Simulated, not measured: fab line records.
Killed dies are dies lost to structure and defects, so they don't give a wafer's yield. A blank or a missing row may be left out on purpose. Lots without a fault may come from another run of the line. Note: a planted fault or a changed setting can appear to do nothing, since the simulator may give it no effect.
fab line records	flow n5Finfet
[record] lots = 5	wafers = 15	lastDay = 17
route steps=1938 shown BEOL_M4@1037 PASSIVATION@1936
lots untouched by any fault: they come from a run of this same line in which no faults occurred
startH: start of the lot's first displayed wafer, in hours after the record's first day	waitH: hours since the lot's step before	" same as the row above	L1.1+2: one row covering several wafers at once	- either no value or no given start	* or withheld: withheld	< > ~ a bound
route shown NAME@n: NAME is a module with steps in the file, n the number in the route of the first one	usual: the fault-free wafers' mean and standard deviation	same: alike in all rows	chamber/n: place in a boat	sites: the reading at each site	_std_site: the values' standard deviation	_edge_site: inner sites' mean taken away from outer sites' mean	radiusMm: for every site, how far away it sits from the centre of the wafer	mask NAME#n: copy n	behind: tool/chamber where the wafer was last shaped	hold: why the lot went on hold/how many hours it stayed there/how the hold came to an end	device: the transistor (n, p or np) that didn't switch	end of line: the same wafers' tests at the end of the route	a step given without rows: its recipe and nothing more	killed: the dies lost at the first sort to structure and to defects; this is not the yield of the wafer	map: a wafer's dies, marking killed ones x, the rest . and places with no die _
set.NAME: the setting that was run; set.NAME@STEP: the one run at that earlier step	model.NAME: the simulator's own value behind a step, which no gauge read
lots seen at some steps along the route; tables by step, rows by wafer
services: when a tool's chamber went out of use (startH, in hours from the record's first day, below 0 if earlier), for how many hours, and the reason
[[steps]]
[step N5_BEOL_M4_DESCUM_16]
[recipe] chemistry = O2	timeS = 7	sourcePowerW = 50	biasPowerW = 20	pressureMtorr = 20	rfFrequencyHz = 2.712e+07	tempC = 40	resist = CAR-EUV	o2FlowSccm = 225
[step N5_BEOL_M4_ETCH_74]
[recipe] chemistry = N2/H2	target = underlayer	targetDepthA = 65	maskMaterial = CAR-EUV	timeS = 5.2	ionEnergyEv = 200	pressureMtorr = 30	sourceW = 840	biasW = 150	n2FlowSccm = 200	h2FlowSccm = 200	ends = cleared
[step N5_BEOL_M4_ETCH_63]
[recipe] chemistry = CF4	target = SiARC	targetDepthA = 156	maskMaterial = CAR-EUV	timeS = 26	ionEnergyEv = 80	pressureMtorr = 40	sourceW = 545	biasW = 36	Ar_flow_sccm = 100	cf4FlowSccm = 100	ends = cleared
[step N5_BEOL_M4_ETCH_64]
[recipe] chemistry = N2/H2	target = SOC	targetDepthA = 750	overetchA = 225	maskMaterial = SiARC	tempC = 40	timeS = 121.9	ionEnergyEv = 200	pressureMtorr = 30	sourceW = 840	biasW = 150	n2FlowSccm = 200	h2FlowSccm = 200
[step N5_BEOL_M4_STRIP_65]
[recipe] chemistry = N2/H2	tempC = 40	n2FlowSccm = 200	h2FlowSccm = 200	rfFrequencyHz = 6e+07
[step N5_BEOL_M4_STRIP_75]
[recipe] chemistry = N2/H2	tempC = 40	n2FlowSccm = 200	h2FlowSccm = 200	rfFrequencyHz = 6e+07
[step N5_BEOL_M4_STRIP_66]
[recipe] chemistry = CF4	resist = SiARC	powerW = 300	biasPowerW = 75	pressureMtorr = 50	cf4FlowSccm = 150	rfFrequencyHz = 6e+07
[step N5_BEOL_M4_HM_OPEN_17]
[recipe] chemistry = Cl2/BCl3	targetDepthA = 200	overetchA = 60	target = TiN	maskMaterial = SOC	ionEnergyEv = 150	pressureMtorr = 10	icpW = 1000	biasW = 126	Cl2_flow_sccm = 53.25	bcl3FlowSccm = 21.75	Ar_flow_sccm = 25
[step N5_BEOL_M4_STRIP_19]
[recipe] chemistry = O2	powerW = 400	tempC = 40	pressureMtorr = 30	rfFrequencyHz = 6e+07	biasPowerW = 0	overashFraction = 0.2	o2FlowSccm = 225
[step N5_BEOL_M4_COAT_67]
[recipe] resist = SOC	tempC = 250	timeS = 60	spinRpm = 1500	resistThkNm = 60
[step N5_BEOL_M4_COAT_68]
[recipe] resist = SiARC	tempC = 220	timeS = 60	spinRpm = 1500	resistThkNm = 12
[step N5_BEOL_M4_COAT_76]
[recipe] resist = underlayer	tempC = 205	timeS = 60	spinRpm = 1500	resistThkNm = 5
[usual] spinSpeedRpm = 1500.2/0.84
lot.wafer	tool	chamber	startH	waitH	spinSpeedRpm
L671.1	lithoTrack-03	0	172.74	-	1499.8
L671.2	"	0	"	"	1499.3
L671.3	"	0	"	"	1499.8
L686.1	lithoTrack-03	0	264.49	-	1340.0
L686.2	"	0	"	"	1340.0
L686.5	"	0	"	"	1338.6
L688.2	lithoTrack-03	0	267.82	-	1340.2
L688.3	"	0	"	"	1339.6
L688.5	"	0	"	"	1339.9
L687.2	lithoTrack-03	0	268.70	-	1339.9
L687.4	"	0	"	"	1339.2
L687.5	"	0	"	"	1339.5
L692.1	lithoTrack-04	0	293.56	-	1500.9
L692.2	"	0	"	"	1500.1
L692.5	"	0	"	"	1500.6
[step N5_BEOL_M4_COAT_22]
[recipe] resist = CAR-EUV	spinRpm = 1500	resistThkNm = 30
[step N5_BEOL_M4_EBR_24]
[recipe] solvent = PGMEA	ebrWidthMm = 1.5
[step N5_BEOL_M4_SOFTBAKE_23]
[recipe] tempC = 110	timeS = 60	resist = CAR-EUV
[step N5_BEOL_M4_EXPOSE_25]
[recipe] maskId = V3	na = 0.33	sourceShape = quasar	sigmaInner = 0.2	sigmaOuter = 0.8	polarization = unpolarized	defocusNm = 5	doseMj = 63
[step N5_BEOL_M4_PEB_26]
[recipe] pebTempC = 100	pebTimeS = 60	resist = CAR-EUV
[step N5_BEOL_M4_DEVELOP_27]
[recipe] developTimeS = 30	developer = TMAH	resist = CAR-EUV	rinseLiquid = surfactantRinse	dry = airSpin	devTempC = 23
[step N5_BEOL_M4_DESCUM_33]
[recipe] chemistry = O2	timeS = 7	sourcePowerW = 50	biasPowerW = 20	pressureMtorr = 20	rfFrequencyHz = 2.712e+07	tempC = 40	resist = CAR-EUV	o2FlowSccm = 225
[step N5_BEOL_M4_ETCH_77]
[recipe] chemistry = N2/H2	target = underlayer	targetDepthA = 65	maskMaterial = CAR-EUV	timeS = 5.2	ionEnergyEv = 200	pressureMtorr = 30	sourceW = 840	biasW = 150	n2FlowSccm = 200	h2FlowSccm = 200	ends = cleared
[usual] drypumpMotorCurrentA = 5.5/0.44	etchRfOnTimeS = 5.14/0.081	oesProductAu = 0.70/0.075	rfVppV = 524.2/2.4	showerheadPlenumPTorr = 2.55/0.082	throttleValvePct = 17.93/0.29
lot.wafer	tool	chamber	startH	waitH	drypumpMotorCurrentA	etchRfOnTimeS	oesProductAu	rfHoursCounterH	rfVppV	showerheadPlenumPTorr	throttleValvePct	model.CAR-EUV_of_BEOL_M4_COAT_22.thkNm	model.etch.depthNm
L671.1	rieDiel-01	3	173.91	0.0	6.2	5.08	0.71	96	526.4	2.68	18.29	20.4	5.017
L671.2	"	0	"	"	5.9	5.07	0.85	9	524.3	2.60	17.56	20.4	5.015
L671.3	"	2	"	"	5.6	5.19	0.79	24	529.3	2.70	17.31	20.4	5.006
L686.1	rieDiel-01	0	264.93	0.0	5.9	5.33	0.79	43	526.1	2.59	17.66	20	5.269
L686.2	"	3	"	"	6.2	5.32	0.68	130	528.7	2.66	18.37	20	5.274
L686.5	"	2	"	"	5.6	5.39	0.74	-	527.8	2.69	17.39	20	5.268
L688.2	rieDiel-04	0	268.49	0.0	5.5	5.44	0.73	69	522.8	2.58	18.01	20	5.299
L688.3	"	3	"	"	5.4	5.51	0.66	122	522.6	2.56	18.03	20	5.298
L688.5	"	2	"	"	5.6	5.57	0.73	-	525.9	2.59	18.26	20	5.323
L687.2	rieDiel-02	0	269.26	0.0	5.6	5.58	0.61	205	523.5	2.51	18.04	19.8	5.294
L687.4	"	1	"	"	5.3	5.47	0.73	45	521.3	2.47	17.54	20	5.294
L687.5	"	3	"	"	4.9	5.47	0.61	-	524.9	2.53	18.00	19.8	5.292
L692.1	rieDiel-04	1	294.54	0.0	4.8	5.03	0.79	13	521.4	2.48	17.59	20.4	4.996
L692.2	"	2	"	"	5.7	5.19	0.73	62	526.8	2.59	18.27	20.4	4.999
L692.5	"	1	"	"	4.8	5.07	0.78	-	521.8	2.48	17.54	20.4	4.987
[step N5_BEOL_M4_ETCH_69]
[recipe] chemistry = CF4	target = SiARC	targetDepthA = 156	maskMaterial = CAR-EUV	timeS = 26	ionEnergyEv = 80	pressureMtorr = 40	sourceW = 545	biasW = 36	Ar_flow_sccm = 100	cf4FlowSccm = 100	ends = cleared
[step N5_BEOL_M4_ALD_98]
[recipe] material = SiO2	targetThkA = 25	tempC = 100	aldPrecursorFamily = BDEAS	aldCoReactant = O2-plasma	pulseTimeS = 1	coReactantPulseTimeS = 1	purgeTimeS = 2	coReactantPurgeTimeS = 2	aldCycles = 17	pressureTorr = 2
[step N5_BEOL_M4_ETCHBACK_99]
[recipe] chemistry = CHF3	target = SiO2	targetDepthA = 50	timeS = 10.4	sourceW = 215	biasW = 47	Ar_flow_sccm = 200	CHF3_flow_sccm = 12	ionEnergyEv = 100	pressureMtorr = 30
[usual] drypumpMotorCurrentA = 5.5/0.42	oesProductAu = 0.81/0.083	rfVppV = 241/3.1	showerheadPlenumPTorr = 2.16/0.064	throttleValvePct = 17.17/0.26
lot.wafer	tool	chamber	startH	waitH	drypumpMotorCurrentA	oesProductAu	rfHoursCounterH	rfVppV	showerheadPlenumPTorr	throttleValvePct	model.CAR-EUV_of_BEOL_M4_COAT_22.thkNm
L671.1	rieDiel-04	3	174.43	0.4	5.4	0.81	87	236	2.18	17.16	10.4
L671.2	"	1	"	"	4.7	0.69	229	242	2.12	17.33	10.4
L671.3	"	0	"	"	5.5	0.91	32	244	2.20	17.16	10.4
L686.1	rieDiel-02	2	266.09	1.0	5.0	0.69	208	237	2.05	17.49	10
L686.2	"	1	"	"	5.3	0.86	44	244	2.10	16.90	10
L686.5	"	2	"	"	5.0	0.69	-	238	2.05	17.50	10.2
L688.2	rieDiel-01	2	269.11	0.1	5.6	0.86	62	244	2.27	16.66	10.2
L688.3	"	3	"	"	6.2	0.79	132	242	2.24	17.46	10
L688.5	"	2	"	"	5.6	0.85	-	246	2.27	16.65	10
L687.2	rieDiel-02	0	271.05	1.6	5.6	0.73	206	238	2.14	17.45	9.8
L687.4	"	2	"	"	5.0	0.69	209	236	2.05	17.50	10
L687.5	"	0	"	"	5.6	0.72	-	238	2.14	17.45	9.8
L692.1	rieDiel-01	0	298.63	3.9	5.9	0.88	57	240	2.19	16.93	10.4
L692.2	"	2	"	"	5.6	0.84	69	245	2.26	16.66	10.4
L692.5	"	2	"	"	5.6	0.84	-	246	2.26	16.66	10.4
[step N5_BEOL_M4_ETCH_70]
[recipe] chemistry = N2/H2	target = SOC	targetDepthA = 800	overetchA = 240	maskMaterial = SiARC	tempC = 40	timeS = 130	ionEnergyEv = 200	pressureMtorr = 30	sourceW = 840	biasW = 150	n2FlowSccm = 200	h2FlowSccm = 200
[step N5_BEOL_M4_RC_MEAS_101]
[usual] DIBL_N = 36.4/1.5	DIBL_P = 36.4/1.6	IOFF_N = 0.164/0.025	IOFF_P = 0.214/0.028	ION_N = 675/9.9	ION_P = 463/6.5	SS_N = 71.5/0.5	SS_P = 73.3/0.56	VT_N = 249.2/2.7	VT_P = -250.1/2.8
lot.wafer	tool	chamber	startH	waitH	DIBL_N[mV/V]	DIBL_P[mV/V]	IOFF_N[nA/um]	IOFF_P[nA/um]	ION_N[uA/um]	ION_P[uA/um]	SS_N[mV/dec]	SS_P[mV/dec]	VT_N[mV]	VT_P[mV]
L671.1	prober-02	0	179.97	0.0	35.0	35.7	0.154	0.199	675	463	71.0	73.1	251.4	-251.7
L671.2	"	0	"	"	35.9	37.1	0.160	0.214	688	469	72.0	73.8	248.7	-252.6
L671.3	"	0	"	"	37.1	38.7	0.195	0.251	693	474	72.9	73.8	248.7	-251.0
L686.1	prober-01	0	272.10	0.0	37.8	38.1	0.212	0.231	678	459	72.9	74.0	246.6	-248.4
L686.2	"	0	"	"	36.8	37.4	0.203	0.221	691	466	71.4	73.9	245.9	-249.4
L686.5	"	0	"	"	37.0	37.6	0.202	0.234	701	473	71.6	73.8	242.3	-246.5
L688.2	prober-02	0	274.23	0.2	35.8	36.4	0.156	0.207	673	456	72.1	73.3	252.6	-249.4
L688.3	"	0	"	"	33.8	34.4	0.123	0.179	664	460	70.4	72.7	252.2	-252.7
L688.5	"	0	"	"	34.7	36.1	0.145	0.202	680	464	71.0	73.3	249.8	-248.2
L687.2	prober-02	0	276.93	0.2	37.1	37.2	0.163	0.237	665	459	72.0	73.6	247.4	-248.3
L687.4	"	0	"	"	35.5	34.9	0.144	0.205	674	461	71.7	73.4	250.9	-248.5
L687.5	"	0	"	"	38.8	38.8	0.211	0.275	687	469	71.7	74.8	244.4	-245.7
L692.1	prober-02	0	303.08	0.0	37.1	35.9	0.165	0.203	675	460	71.3	73.4	249.8	-249.2
L692.2	"	0	"	"	38.6	37.3	0.201	0.237	685	466	71.6	74.3	247.9	-247.4
L692.5	"	0	"	"	36.7	35.5	0.166	0.198	673	454	71.4	73.5	246.7	-250.3
[step N5_PASSIVATION_PROBE_49]
[usual] defectLimitedYield = 91.1/1.4	killed_at_M0_to_M3 = 35/8.7	killed_at_M4_up = 14/5.3	killedAtContacts = 12/6.2	killedAtFrontEnd = 41/12	killedAtOther = 3.4/2.6	killedDies = 105/16	killedOpen = 67/13	killedShort = 36/7.3	sort_bin_5_function = 5.2/0.96	sort_bin_6_memory = 3.3/0.6	sortNPass = 1075/16	sortYieldPct = 91.1/1.4
[same] grossDies = 1180	killedAtBackSide = 0	sort_bin_4_leakage[%] = 0	sort_bin_8_speed[%] = 0
lot.wafer	tool	chamber	startH	waitH	defectLimitedYield[%]	killed_at_M0_to_M3	killed_at_M4_up	killedAtContacts	killedAtFrontEnd	killedAtOther	killedDies	killedOpen	killedShort	sort_bin_5_function[%]	sort_bin_6_memory[%]	sortNPass	sortYieldPct[%]
L686.1	prober-01	-	372.24	0.0	93.0	19	29	10	25	0	83	50	31	3.8	3.1	1097	93.0
L686.2	prober-01	-	372.29	0.1	92.8	29	14	12	30	0	85	60	24	4.4	2.7	1095	92.8
L686.5	prober-01	-	372.44	0.2	94.2	30	13	5	16	5	69	39	29	3.1	2.3	1111	94.2
// killed by level:class
L686.1 BEOL_M4:geometricParticle:open=14 MOL_CONTACT_COAG:geometricParticle:open=9 FIN_SAQP:geometricParticle:short=7 GATE_CUT:geometricParticle:short=5 BEOL_M2:geometricParticle:open=5 STI_FIN_REVEAL:geometricParticle:open=4 BEOL_M6:geometricParticle:open=4 BEOL_M0_SAQP:geometricParticle:short=4
L686.2 MOL_CONTACT_COAG:geometricParticle:open=10 GATE_CUT:geometricParticle:short=8 BEOL_M0_SAQP:geometricParticle:open=8 GATE_CUT:geometricParticle:open=7 BEOL_M4:geometricParticle:open=5 STI_FIN_REVEAL:geometricParticle:open=4 BEOL_M0_SAQP:geometricParticle:short=4 BEOL_M1:geometricParticle:open=4
L686.5 BEOL_M0_SAQP:geometricParticle:open=8 BEOL_M0_SAQP:geometricParticle:short=6 BEOL_M2:geometricParticle:open=5 FIN_SAQP:geometricParticle:short=4 BEOL_M4:geometricParticle:open=4 BEOL_M5:geometricParticle:open=4 MIM_TOP:geometricParticle:short=4 MOL_CONTACT_COAG:geometricParticle:open=3
[[services]]
tool	chamber	startH	hours	kind
rieDiel-02	0	180.49	4.4	repair
rieDiel-02	-	220.78	2.3	repair
rieDiel-04	1	229.53	-	clean
rieDiel-04	1	229.53	-	consumableReplace:focusRing
rieDiel-04	1	229.53	26.2	scheduledDown
rieDiel-04	1	229.53	26.2	ventCycle
rieDiel-01	3	270.15	5.9	repair
rieDiel-01	2	285.76	10.5	repair
[[key]]
[firstSign] step = N5_BEOL_M4_COAT_76	reading = spinSpeedRpm	direction = down	sigmas = 99+	usual = *	struck = *
[effect] step = N5_BEOL_M4_ETCH_77	reading = etchRfOnTimeS	direction = up	sigmas = 3.9	usual = *	struck = *
[modelEffect] step = N5_BEOL_M4_ETCH_77	value = CAR-EUV_of_BEOL_M4_COAT_22.thkNm	without = 20.29	struck = 19.96
[modelEffect] step = N5_BEOL_M4_ETCHBACK_99	value = CAR-EUV_of_BEOL_M4_COAT_22.thkNm	without = 10.36	struck = 10
metAt N5_BEOL_M4_COAT_76
struckWafers L686.1,L686.2,L686.5,L687.2,L687.4,L687.5,L688.2,L688.3,L688.5
onsetBetween 172.74 264.49
[fault] kind = processParameterDrift	tool = lithoTrack-03	chamber = -	onsetH = 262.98	steps = N5_BEOL_M4_COAT_76	channel = spinRpm	offset = *	shape = step	endH = 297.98	actsIn = *	stated = *
